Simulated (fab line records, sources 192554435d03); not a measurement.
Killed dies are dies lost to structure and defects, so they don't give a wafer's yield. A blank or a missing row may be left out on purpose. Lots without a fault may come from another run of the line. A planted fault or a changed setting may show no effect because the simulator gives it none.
fab line records | flow n5_finfet
record lots=9 wafers=27 last_day=18
route steps=1938 shown BEOL_M0_SAQP@636 BEOL_M4@1111 PASSIVATION@1936
lots that met no fault: from a run of the same line without faults
start_h: hours from the record's first day to the start of the lot's first wafer shown | wait_h: hours since the lot's step before | " the same as in the row above | L1.1+2: a row that stands for several wafers | - no value, or no start given | * or withheld: withheld | < > ~ a bound
route shown NAME@n: a module of which the file shows steps, and the number in the route of the first | usual: mean/standard deviation of fault-free wafers | same: alike in all rows | chamber/n: place in a boat | sites: the reading at each site | _std_site: their standard deviation | _edge_site: outer sites' mean less inner sites' | radius_mm: how far each site lies from the wafer's centre | mask NAME#n: copy n | behind: the tool/chamber that last shaped the wafer | hold: why the lot was held/for how many hours/how that ended | device: the transistor (n, p or np) that didn't switch | end of line: the same wafers' tests at the end of the route | a step without rows: its recipe alone | killed: dies lost to structure and defects at the first sort, not the wafer's yield | map: a wafer's dies, x killed, . not, _ none there
set.NAME: the setting as run; set.NAME@STEP: as run at that earlier step | model.NAME: the simulator's own value behind a step, which no gauge read
steps of the route over a sample of lots; a table a step, a row a wafer
services: from which hour (start_h, from the record's first day; less than 0 if before it) a tool's chamber was out of use, for how many hours, and why
## steps
# step N5_BEOL_M0_SAQP_PECVD_96
# recipe material=a-Si target_thk_a=450 temp_c=350 precursor=SiH4/He pressure_torr=3 rf_w=100 time_s=45.2
# usual heater_power_w=634/57 showerhead_plenum_p_Torr=5.71/0.057 showerhead_vpp_V=613/40 throttle_valve_pct=17.8/0.75
# same time_s=45.2
# columns lot.wafer tool chamber start_h wait_h heater_power_w showerhead_plenum_p_Torr showerhead_vpp_V throttle_valve_pct
L526.2 pecvd-02 0 104.71 0.0 539 5.72 631 18.9
L526.3 " 1 " " 569 5.77 606 18.6
L526.6 " 2 " " 612 5.76 546 16.7
L533.1 pecvd-02 0 148.53 0.0 555 5.73 618 19.0
L533.3 " 2 " " 625 5.77 550 16.9
L533.6 " 1 " " 641 5.77 614 18.2
L534.3 pecvd-04 2 155.25 0.0 701 5.59 692 18.0
L534.5 " 2 " " 709 5.60 688 18.2
L534.6 " 1 " " 611 5.69 589 17.4
L535.1 pecvd-04 2 159.51 0.0 688 5.59 682 18.2
L535.2 " 1 " " 619 5.69 578 17.5
L535.6 " 2 " " 727 5.61 688 18.1
L536.1 pecvd-02 2 163.16 0.0 662 5.75 554 16.8
L536.4 " 2 " " 638 5.78 547 16.8
L536.5 " 0 " " 524 5.73 620 19.1
L537.1 pecvd-04 0 171.28 0.0 695 5.69 634 17.7
L537.3 " 1 " " 599 5.68 572 17.3
L537.6 " 1 " " 612 5.69 577 17.4
L546.1 pecvd-04 0 227.72 0.0 732 5.68 636 17.7
L546.4 " 0 " " 721 5.68 644 18.0
L546.5 " 1 " " 633 5.69 581 17.2
L548.1 pecvd-04 0 242.64 0.0 686 5.70 633 17.7
L548.3 " 1 " " 593 5.69 582 17.4
L548.4 " 2 " " 726 5.58 686 16.9
L549.3 pecvd-03 1 246.41 0.0 729 5.65 636 17.8
L549.5 " 2 " " 522 5.63 649 17.1
L549.6 " 0 " " 606 5.74 619 18.6
# step N5_BEOL_M0_SAQP_OVL_MEAS_15
# recipe points_per_wafer=44
# usual M0_CORE_OVL=0.1/0.73
# columns lot.wafer tool chamber start_h wait_h M0_CORE_OVL[nm]
L526.2 overlay-01 0 105.40 0.0 0.3
L526.3 " 0 " " 0.7
L526.6 " 0 " " -0.1
L533.1 overlay-02 0 149.23 0.0 -0.4
L533.3 " 0 " " 0.4
L533.6 " 0 " " 0.9
L534.3 overlay-02 0 155.82 0.0 -1.2
L534.5 " 0 " " -0.4
L534.6 " 0 " " -1.2
L535.1 overlay-02 0 160.08 0.0 0.8
L535.2 " 0 " " -0.4
L535.6 " 0 " " -0.4
L536.1 overlay-01 0 163.86 0.0 -0.7
L536.4 " 0 " " 0.8
L536.5 " 0 " " -0.6
L537.1 overlay-01 0 171.99 0.0 0.0
L537.3 " 0 " " 0.6
L537.6 " 0 " " 0.8
L546.1 overlay-02 0 228.50 0.0 -0.9
L546.4 " 0 " " 0.3
L546.5 " 0 " " 0.0
L548.1 overlay-01 0 243.21 0.0 -0.3
L548.3 " 0 " " -0.5
L548.4 " 0 " " 0.1
L549.3 overlay-02 0 247.11 0.0 -0.6
L549.5 " 0 " " -2.0
L549.6 " 0 " " -0.2
# step N5_BEOL_M0_SAQP_SPACER1_ALD_98
# recipe material=SiO2 target_thk_a=128 temp_c=300 ald_precursor_family=BDEAS ald_co_reactant=O2-plasma pulse_time_s=1 purge_time_s=2 co_reactant_purge_time_s=2 ald_cycles=138 pressure_torr=2
# usual ald_cycles=138/0 heater_power_w=478/37 precursor_pulse_height_rel=0.999/0.02
# same purge_time_s=2
# columns lot.wafer tool chamber start_h wait_h ald_cycles heater_power_w precursor_pulse_height_rel
L526.2 ald_sin-03 1 107.96 1.8 138 514 0.995
L526.3 " 2 " " 138 440 1.048
L526.6 " 1 " " 138 503 1.003
L533.1 ald_sin-03 2 150.64 0.6 138 441 0.990
L533.3 " 1 " " 138 521 0.963
L533.6 " 1 " " 138 499 0.988
L534.3 ald_sin-03 2 156.85 0.2 138 446 0.998
L534.5 " 0 " " 138 440 1.000
L534.6 " 1 " " 138 509 1.018
L535.1 ald_sin-03 2 161.86 0.3 42 463 1.008
L535.2 " 1 " " 42 496 1.018
L535.6 " 0 " " 42 458 0.986
L536.1 ald_sin-03 2 164.80 0.3 42 459 1.023
L536.4 " 3 " " 42 513 1.002
L536.5 " 0 " " 42 456 0.962
L537.1 ald_sin-03 0 173.12 0.3 42 435 1.006
L537.3 " 3 " " 42 509 1.010
L537.6 " 3 " " 42 509 0.993
L546.1 ald_sin-01 3 230.92 0.8 138 441 1.008
L546.4 " 0 " " 138 495 0.974
L546.5 " 0 " " 138 502 0.977
L548.1 ald_sin-04 0 245.58 1.7 138 571 0.985
L548.3 " 1 " " 138 443 0.973
L548.4 " 1 " " 138 448 0.997
L549.3 ald_sin-03 1 248.05 0.1 138 508 1.004
L549.5 " 1 " " 138 502 1.000
L549.6 " 0 " " 138 431 1.009
# step N5_BEOL_M0_SAQP_CD_MEAS_25
# recipe target_cd_nm=13.1 landing_energy_ev=1000 detector=se_inlens
# usual cd_nm=12.75/0.23
# columns lot.wafer tool chamber start_h wait_h cd_nm
L526.2 cd_sem-03 0 108.63 0.1 12.85
L526.3 " 0 " " 12.57
L526.6 " 0 " " 12.75
L533.1 cd_sem-01 0 151.33 0.1 12.41
L533.3 " 0 " " 12.48
L533.6 " 0 " " 13.05
L534.3 cd_sem-02 0 157.53 0.1 12.94
L534.5 " 0 " " 12.87
L534.6 " 0 " " 12.66
L535.1 cd_sem-03 0 162.53 0.1 4.05
L535.2 " 0 " " 4.13
L535.6 " 0 " " 3.70
L536.1 cd_sem-03 0 165.59 0.1 3.79
L536.4 " 0 " " 3.56
L536.5 " 0 " " 3.56
L537.1 cd_sem-01 0 173.79 0.1 4.04
L537.3 " 0 " " 3.82
L537.6 " 0 " " 3.80
L546.1 cd_sem-01 0 231.59 0.1 12.74
L546.4 " 0 " " 12.60
L546.5 " 0 " " 12.65
L548.1 cd_sem-03 0 246.37 0.1 12.56
L548.3 " 0 " " 12.83
L548.4 " 0 " " 12.85
L549.3 cd_sem-02 0 248.73 0.1 11.96
L549.5 " 0 " " 13.03
L549.6 " 0 " " 12.41
# step N5_BEOL_M0_SAQP_STRIP_108
# recipe chemistry=N2/H2 power_w=500 temp_c=40 pressure_mtorr=50 rf_frequency_hz=6e+07 overash_fraction=0.3 bias_power_w=28 h2_frac=0.5 n2_flow_sccm=300 h2_flow_sccm=300
# usual drypump_motor_current_A=5.42/0.28 oes_product_au=0.76/0.089 rf_vpp_V=122.1/0.99 showerhead_plenum_p_Torr=3.41/0.081 throttle_valve_pct=19.0/0.48
# columns lot.wafer tool chamber start_h wait_h drypump_motor_current_A oes_product_au rf_hours_counter_h rf_vpp_V showerhead_plenum_p_Torr throttle_valve_pct
L526.2 rie_diel-06 1 109.44 0.0 5.44 0.70 227 122.3 3.46 18.9
L526.3 " 2 " " 5.92 0.76 176 121.8 3.38 20.0
L526.6 " 3 " " 5.37 0.73 - 122.6 3.37 19.0
L533.1 rie_diel-05 0 152.14 0.0 4.98 0.69 241 122.3 3.47 19.2
L533.3 " 2 " " 5.70 0.69 250 121.7 3.44 19.4
L533.6 " 3 " " 5.35 0.76 - 121.8 3.35 19.4
L534.3 rie_diel-06 0 158.33 0.0 5.08 0.75 142 122.9 3.53 19.0
L534.5 " 3 " " 5.32 0.72 - 122.3 3.36 19.1
L534.6 " 0 " " 5.09 0.75 - 122.4 3.53 19.0
L535.1 rie_diel-06 3 163.51 0.0 5.33 0.72 161 122.3 3.36 19.1
L535.2 " 1 " " 5.44 0.69 246 122.4 3.44 18.9
L535.6 " 0 " " 5.10 0.75 - 124.3 3.53 19.0
L536.1 rie_diel-06 3 166.54 0.0 5.35 0.71 161 121.7 3.36 19.1
L536.4 " 2 " " 5.92 0.74 185 120.2 3.37 20.1
L536.5 " 1 " " 5.44 0.69 - 122.7 3.44 18.9
L537.1 rie_diel-03 1 174.60 0.0 5.30 0.84 56 122.3 3.53 18.4
L537.3 " 0 " " 5.96 0.72 189 121.2 3.33 18.5
L537.6 " 1 " " 5.29 0.83 - 122.4 3.53 18.4
L546.1 rie_diel-03 2 232.40 0.0 5.30 0.68 246 122.1 3.30 19.6
L546.4 " 2 " " 5.29 0.67 - 122.5 3.30 19.6
L546.5 " 1 " " 5.29 0.80 - 124.0 3.52 18.4
L548.1 rie_diel-03 0 247.17 0.0 5.94 0.70 213 123.2 3.31 18.5
L548.3 " 2 " " 5.23 0.67 250 122.2 3.30 19.6
L548.4 " 1 " " 5.31 0.79 79 122.8 3.52 18.4
L549.3 rie_diel-06 2 249.65 0.0 5.92 0.72 208 121.6 3.36 20.1
L549.5 " 2 " " 5.91 0.73 - 121.6 3.36 20.1
L549.6 " 3 " " 5.32 0.70 - 121.2 3.35 19.1
# step N5_BEOL_M4_RC_MEAS_101
# usual DIBL_N=36.4/1.7 DIBL_P=36.4/2.1 IOFF_N=0.16/0.035 IOFF_P=0.21/0.035 ION_N=680/11 ION_P=465/6.8 SS_N=71.5/0.58 SS_P=73.2/0.72 VT_N=249/3.6 VT_P=-250/3.1
# columns lot.wafer tool chamber start_h wait_h DIBL_N[mV/V] DIBL_P[mV/V] IOFF_N[nA/um] IOFF_P[nA/um] ION_N[uA/um] ION_P[uA/um] SS_N[mV/dec] SS_P[mV/dec] VT_N[mV] VT_P[mV]
L526.2 prober-02 0 180.10 0.2 38.5 37.3 0.18 0.21 693 464 71.5 73.9 246 -248
L526.3 " 0 " " 37.1 34.6 0.14 0.17 685 461 71.3 73.2 253 -254
L526.6 " 0 " " 36.7 34.6 0.14 0.15 668 447 71.4 73.4 253 -254
L534.3 prober-02 0 215.20 0.9 34.2 34.4 0.13 0.18 689 466 70.7 72.2 251 -254
L534.5 " 0 " " 34.8 34.9 0.14 0.18 675 465 72.1 72.0 251 -253
L534.6 " 0 " " 37.7 37.7 0.18 0.22 695 468 71.9 72.7 248 -252
L533.1 prober-02 0 216.23 0.0 36.7 38.2 0.19 0.24 682 472 72.0 74.0 244 -249
L533.3 " 0 " " 32.4 33.1 0.12 0.16 671 461 71.7 72.1 254 -253
L533.6 " 0 " " 36.7 37.7 0.19 0.23 682 465 71.5 73.9 246 -250
L546.1 prober-01 0 302.39 0.0 36.7 38.0 0.19 0.23 681 460 71.7 73.4 245 -249
L546.4 " 0 " " 35.4 35.9 0.17 0.19 684 460 71.5 73.1 246 -253
L546.5 " 0 " " 35.4 36.5 0.18 0.19 690 466 71.6 73.5 248 -254
L548.1 prober-01 0 306.11 0.5 38.1 38.2 0.17 0.26 678 476 71.5 74.7 251 -248
L548.3 " 0 " " 36.0 34.8 0.14 0.20 674 470 71.9 72.7 252 -250
L548.4 " 0 " " 34.3 33.1 0.12 0.18 669 466 70.5 72.2 254 -251
L549.3 prober-01 0 309.77 0.3 36.0 36.2 0.16 0.23 678 470 71.7 72.8 248 -249
L549.5 " 0 " " 34.6 33.8 0.12 0.19 665 464 71.1 72.1 252 -251
L549.6 " 0 " " 38.6 39.1 0.21 0.28 692 469 72.3 74.4 247 -247
# step N5_PASSIVATION_PROBE_49
# usual defect_limited_yield=91.3/1.4 killed_at_M0_to_M3=36/11 killed_at_M4_up=13/5.2 killed_at_contacts=13/6.5 killed_at_front_end=37/11 killed_at_other=3.6/2.9 killed_dies=103/17 killed_on_rim=13/3.6 killed_open=68/12 killed_short=33/7.3 sort_bin_5_function=5.2/0.91 sort_bin_6_memory=3.2/0.67 sort_bin_8_speed=0.00/0.0099 sort_n_pass=1077/17 sort_yield_pct=91.3/1.4
# same gross_dies=1180 killed_at_back_side=0 sort_bin_4_leakage[%]=0
# columns lot.wafer tool chamber start_h wait_h defect_limited_yield[%] killed_at_M0_to_M3 killed_at_M4_up killed_at_contacts killed_at_front_end killed_at_other killed_dies killed_on_rim killed_open killed_short sort_bin_5_function[%] sort_bin_6_memory[%] sort_bin_8_speed[%] sort_n_pass sort_yield_pct[%]
L526.2 prober-01 - 289.88 0.1 90.1 38 7 12 54 6 117 17 78 38 6.3 3.1 0 1063 90.1
L526.3 prober-01 - 289.93 0.1 94.1 17 11 15 23 4 70 14 48 21 3.9 1.9 0 1110 94.1
L526.6 prober-01 - 290.08 0.3 93.1 32 4 17 26 3 82 17 54 28 3.8 3.0 0 1098 93.1
L534.3 prober-01 - 322.49 0.2 92.9 26 15 5 37 1 84 9 63 21 3.9 3.1 0 1096 92.9
L534.5 prober-01 - 322.59 0.3 93.3 31 12 13 23 0 79 6 55 24 4.1 2.5 0 1101 93.3
L534.6 prober-01 - 322.64 0.4 94.5 30 1 6 27 1 65 8 40 25 3.2 2.2 0 1115 94.5
L535.1 prober-01 - 332.93 0.0 0 1118 7 11 35 9 1180 152 114 84 93.6 5.8 0 0 0
L535.2 prober-01 - 332.98 0.1 0 1100 11 11 55 3 1180 152 107 72 93.9 5.6 0 0 0
L535.6 prober-01 - 333.18 0.3 0 1102 6 24 40 8 1180 152 104 79 93.6 5.9 0 0 0
L537.1 prober-01 - 337.46 0.0 0 1122 13 22 18 5 1180 152 83 63 94.7 4.3 0 0 0
L537.3 prober-01 - 337.56 0.1 0 1122 10 8 30 10 1180 152 92 87 93.6 5.8 0 0 0
L537.6 prober-01 - 337.71 0.3 0 1111 15 11 42 1 1180 152 102 69 93.8 5.3 0 0 0
L536.1 prober-01 - 341.32 0.0 0 1081 7 12 77 3 1180 152 129 86 91.6 7.8 0 0 0
L536.4 prober-01 - 341.47 0.2 0 1095 21 5 56 3 1180 152 103 60 94.6 4.7 0 0 0
L536.5 prober-01 - 341.52 0.2 0 1115 16 4 34 11 1180 152 107 59 94.2 5.4 0 0 0
L548.1 prober-01 - 409.90 0.0 87.7 70 10 13 48 4 145 18 93 52 6.7 4.8 0 1035 87.7
L548.3 prober-01 - 410.00 0.1 92.5 40 14 3 24 8 89 12 61 28 4.7 2.6 0 1091 92.5
L548.4 prober-01 - 410.05 0.2 91.9 35 15 13 25 7 95 4 66 29 4.4 3.4 0 1085 91.9
# killed by level:class
L526.2 STI_FIN_REVEAL:geometric_particle:open=16 MOL_CONTACT_COAG:geometric_particle:open=12 FIN_SAQP:geometric_particle:open=7 BEOL_M3:geometric_particle:open=7 BEOL_M2:geometric_particle:open=7 DUMMY_GATE:geometric_particle:open=6 BEOL_M1:geometric_particle:open=6 BEOL_M2:geometric_particle:short=6
L526.3 MOL_CONTACT_COAG:geometric_particle:open=11 STI_FIN_REVEAL:geometric_particle:open=7 BEOL_M3:geometric_particle:open=6 BEOL_M4:geometric_particle:open=6 MOL_CONTACT_COAG:geometric_particle:short=4 BEOL_M2:geometric_particle:open=4 FIN_SAQP:geometric_particle:short=3 DUMMY_GATE:geometric_particle:open=2
L526.6 MOL_CONTACT_COAG:geometric_particle:open=13 BEOL_M0:geometric_particle:open=7 BEOL_M3:geometric_particle:open=7 BEOL_M0_SAQP:geometric_particle:short=6 FIN_SAQP:geometric_particle:open=5 GATE_CUT:geometric_particle:short=5 BEOL_M2:geometric_particle:open=5 MOL_CONTACT_COAG:geometric_particle:short=4
L534.3 DUMMY_GATE:geometric_particle:open=9 BEOL_M1:geometric_particle:open=9 FIN_SAQP:geometric_particle:open=8 BEOL_M0_SAQP:geometric_particle:open=8 MOL_CONTACT_COAG:geometric_particle:open=5 BEOL_M5:geometric_particle:open=5 FIN_SAQP:geometric_particle:short=4 BEOL_M4:geometric_particle:open=4
L534.5 MOL_CONTACT_COAG:geometric_particle:open=10 FIN_SAQP:geometric_particle:open=9 BEOL_M0_SAQP:geometric_particle:open=9 BEOL_M0_SAQP:geometric_particle:short=8 BEOL_M4:geometric_particle:open=8 BEOL_M2:geometric_particle:open=4 BEOL_M1:geometric_particle:open=4 GATE_CUT:geometric_particle:open=3
L534.6 BEOL_M0_SAQP:geometric_particle:short=11 FIN_SAQP:geometric_particle:open=10 BEOL_M1:geometric_particle:open=7 MOL_CONTACT_COAG:geometric_particle:open=5 BEOL_M3:geometric_particle:open=4 STARTING-WAFER:geometric_particle:open=4 FIN_SAQP:geometric_particle:short=3 BEOL_M2:geometric_particle:open=3
L535.1 BEOL_M0_SAQP:area_ald=981 BEOL_M0_SAQP:geometric_particle:open=55 BEOL_M0_SAQP:geometric_particle:short=54 GATE_CUT:geometric_particle:short=9 MOL_CONTACT_COAG:geometric_particle:open=9 FIN_SAQP:geometric_particle:open=7 BEOL_M2:geometric_particle:open=7 BEOL_M3:geometric_particle:open=7
L535.2 BEOL_M0_SAQP:area_ald=1001 BEOL_M0_SAQP:geometric_particle:short=39 BEOL_M0_SAQP:geometric_particle:open=37 STI_FIN_REVEAL:geometric_particle:open=14 MOL_CONTACT_COAG:geometric_particle:open=10 BEOL_M2:geometric_particle:open=9 FIN_SAQP:geometric_particle:short=7 FIN_SAQP:geometric_particle:open=7
L535.6 BEOL_M0_SAQP:area_ald=997 BEOL_M0_SAQP:geometric_particle:short=41 BEOL_M0_SAQP:geometric_particle:open=41 MOL_CONTACT_COAG:geometric_particle:open=16 FIN_SAQP:geometric_particle:short=9 FIN_SAQP:geometric_particle:open=8 MOL_CONTACT_COAG:geometric_particle:short=8 BEOL_M1:geometric_particle:open=6
L537.1 BEOL_M0_SAQP:area_ald=1034 BEOL_M0_SAQP:geometric_particle:short=34 BEOL_M0_SAQP:geometric_particle:open=27 MOL_CONTACT_COAG:geometric_particle:open=17 BEOL_M3:geometric_particle:open=10 GATE_CUT:geometric_particle:short=5 MOL_CONTACT_COAG:geometric_particle:short=5 BEOL_M3:geometric_particle:short=5
L537.3 BEOL_M0_SAQP:area_ald=1000 BEOL_M0_SAQP:geometric_particle:short=63 BEOL_M0_SAQP:geometric_particle:open=48 FIN_SAQP:geometric_particle:open=10 MOL_CONTACT_COAG:geometric_particle:open=6 GATE_CUT:geometric_particle:short=5 BEOL_M3:geometric_particle:open=5 MIM_TOP_ETCH:geometric_particle:short=5
L537.6 BEOL_M0_SAQP:area_ald=1008 BEOL_M0_SAQP:geometric_particle:short=42 BEOL_M0_SAQP:geometric_particle:open=42 FIN_SAQP:geometric_particle:open=13 BEOL_M4:geometric_particle:open=10 STI_FIN_REVEAL:geometric_particle:open=9 MOL_CONTACT_COAG:geometric_particle:open=7 FIN_SAQP:geometric_particle:short=6
L536.1 BEOL_M0_SAQP:area_ald=965 BEOL_M0_SAQP:geometric_particle:short=49 BEOL_M0_SAQP:geometric_particle:open=42 STI_FIN_REVEAL:geometric_particle:open=35 FIN_SAQP:geometric_particle:open=13 BEOL_M2:geometric_particle:open=10 MOL_CONTACT_COAG:geometric_particle:open=9 GATE_CUT:geometric_particle:short=8
L536.4 BEOL_M0_SAQP:area_ald=1016 BEOL_M0_SAQP:geometric_particle:open=33 BEOL_M0_SAQP:geometric_particle:short=23 FIN_SAQP:geometric_particle:short=13 STI_FIN_REVEAL:geometric_particle:open=13 FIN_SAQP:geometric_particle:open=12 BEOL_M4:geometric_particle:open=10 BEOL_M2:geometric_particle:open=9
L536.5 BEOL_M0_SAQP:area_ald=1014 BEOL_M0_SAQP:geometric_particle:open=37 BEOL_M0_SAQP:geometric_particle:short=27 BEOL_M2:geometric_particle:open=16 STI_FIN_REVEAL:geometric_particle:open=13 BEOL_M4:geometric_particle:open=7 FIN_SAQP:geometric_particle:short=6 BEOL_M2:geometric_particle:short=6
L548.1 BEOL_M0_SAQP:geometric_particle:open=26 BEOL_M0_SAQP:geometric_particle:short=16 FIN_SAQP:geometric_particle:open=11 FIN_SAQP:geometric_particle:short=9 MOL_CONTACT_COAG:geometric_particle:open=9 BEOL_M3:geometric_particle:open=9 STI_FIN_REVEAL:geometric_particle:open=6 BEOL_M2:geometric_particle:open=6
L548.3 BEOL_M0_SAQP:geometric_particle:open=13 BEOL_M3:geometric_particle:open=11 BEOL_M0_SAQP:geometric_particle:short=7 BEOL_M1:geometric_particle:open=6 FIN_SAQP:geometric_particle:open=5 BEOL_M4:geometric_particle:open=5 FIN_SAQP:geometric_particle:short=4 GATE_CUT:geometric_particle:short=4
L548.4 MOL_CONTACT_COAG:geometric_particle:open=11 BEOL_M3:geometric_particle:open=10 BEOL_M0_SAQP:geometric_particle:short=8 BEOL_M0_SAQP:geometric_particle:open=7 BEOL_M4:geometric_particle:open=7 STI_FIN_REVEAL:geometric_particle:open=6 FIN_SAQP:geometric_particle:short=5 FIN_SAQP:geometric_particle:open=4
## services
# columns tool chamber start_h hours kind
rie_diel-05 0 91.43 9.1 repair
ald_sin-04 - 94.92 28.1 pm
rie_diel-06 2 118.80 26.8 repair
pecvd-03 - 119.53 1.7 repair
pecvd-04 0 122.10 6.5 repair
ald_sin-01 1 126.81 11.3 repair
ald_sin-01 2 138.37 4.5 repair
pecvd-02 - 151.87 5.5 pm
rie_diel-06 0 169.70 4.3 repair
rie_diel-06 1 173.98 - clean
ald_sin-03 - 177.71 14.0 pm
ald_sin-03 0 177.71 15.3 vent_cycle
ald_sin-03 1 177.71 15.3 vent_cycle
ald_sin-03 2 177.71 31.7 vent_cycle
ald_sin-03 3 177.71 15.3 vent_cycle
rie_diel-05 - 184.13 1.2 repair
pecvd-04 2 189.26 3.8 repair
pecvd-03 - 201.67 6.0 pm
rie_diel-03 3 207.89 9.7 repair
rie_diel-03 - 223.67 1.2 repair
rie_diel-06 3 226.39 4.2 repair
rie_diel-06 2 227.03 16.7 repair
ald_sin-03 - 241.59 6.1 pm
ald_sin-01 3 241.60 2.5 repair
## key
first_sign step=N5_BEOL_M0_SAQP_SPACER1_ALD_98 reading=ald_cycles direction=down sigmas=99+ usual=* struck=*
effect step=N5_BEOL_M0_SAQP_CD_MEAS_25 reading=cd_nm direction=down sigmas=38 usual=12.75 struck=3.83
effect step=N5_PASSIVATION_PROBE_49 reading=killed_at_M0_to_M3 direction=up sigmas=99+ usual=36 struck=1107
more_kills_born_at N5_BEOL_M0_SAQP_SPACER1_ALD_98@ald_sin-03=9016
met_at N5_BEOL_M0_SAQP_SPACER1_ALD_98
struck_lots L535,L536,L537
later_rows_left_out L535.1,L535.2,L535.6,L536.1,L536.4,L536.5,L537.1,L537.3,L537.6
not_acting_at N5_BEOL_M0_SAQP_PECVD_96,N5_BEOL_M0_SAQP_OVL_MEAS_15,N5_BEOL_M0_SAQP_STRIP_108
onset_between 156.85 161.86
fault kind=process_parameter_drift tool=ald_sin-03 chamber=- onset_h=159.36 steps=N5_BEOL_M0_SAQP_SPACER1_ALD_98 channel=ald_cycles offset=* shape=step end_h=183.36 acts_in=* stated=*
# later_rows_left_out: the simulator's readings of these wafers behind a module that went badly wrong aren't trusted and aren't shown, but for the sort
